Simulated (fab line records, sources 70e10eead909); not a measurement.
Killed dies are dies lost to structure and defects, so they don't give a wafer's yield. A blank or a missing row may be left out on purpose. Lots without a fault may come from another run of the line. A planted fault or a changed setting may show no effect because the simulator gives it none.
Chamber matching | flow nand_harc | NHARC_A_CONTACT_DESCUM_74 on rie_diel-04: 4 sister chambers
The step chemistry O2, time 3 s. 4 wafers are shown with their chamber, then 7 later ones without.

WAFERS WITH THEIR CHAMBER
wafer  | chamber | drypump_motor_current_A (A)
L074.6 | 1       | 4.9
L080.1 | 0       | 5.4
L080.4 | 3       | 5.4
L081.5 | 2       | 6.0

WAFERS WITHOUT THEIR CHAMBER
wafer  | drypump_motor_current_A (A)
L081.6 | 5.4
L084.1 | 4.8
L084.2 | 5.4
L084.6 | 6.0
L092.2 | 5.4
L092.3 | 5.4
L092.4 | 4.9

WHICH CHAMBER EACH WENT THROUGH
wafer  | from the rows above     | in truth
L081.6 | can't be placed: 0 or 3 | 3
L084.1 | 1                       | 1
L084.2 | can't be placed: 0 or 3 | 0
L084.6 | 2                       | 2
L092.2 | can't be placed: 0 or 3 | 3
L092.3 | can't be placed: 0 or 3 | 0
L092.4 | 1                       | 1
Placed correctly: 3 of 7. Can't be placed from these rows: 4 (the true chamber is among the candidates in 4). Placed wrongly: 0.
How it was worked out, from the rows above alone: a wafer's distance from a chamber is the root of the sum, over the readings, of the square of ((its reading less the chamber's mean) divided by the reading's scatter). The wafer belongs to the nearest chamber; if the next one is less than 2 further off, it can't be placed. A chamber's mean is the mean of its shown wafers. The scatter: with one shown wafer a chamber, the root of the mean of the squares of how far each hidden wafer lies from its nearest shown one.
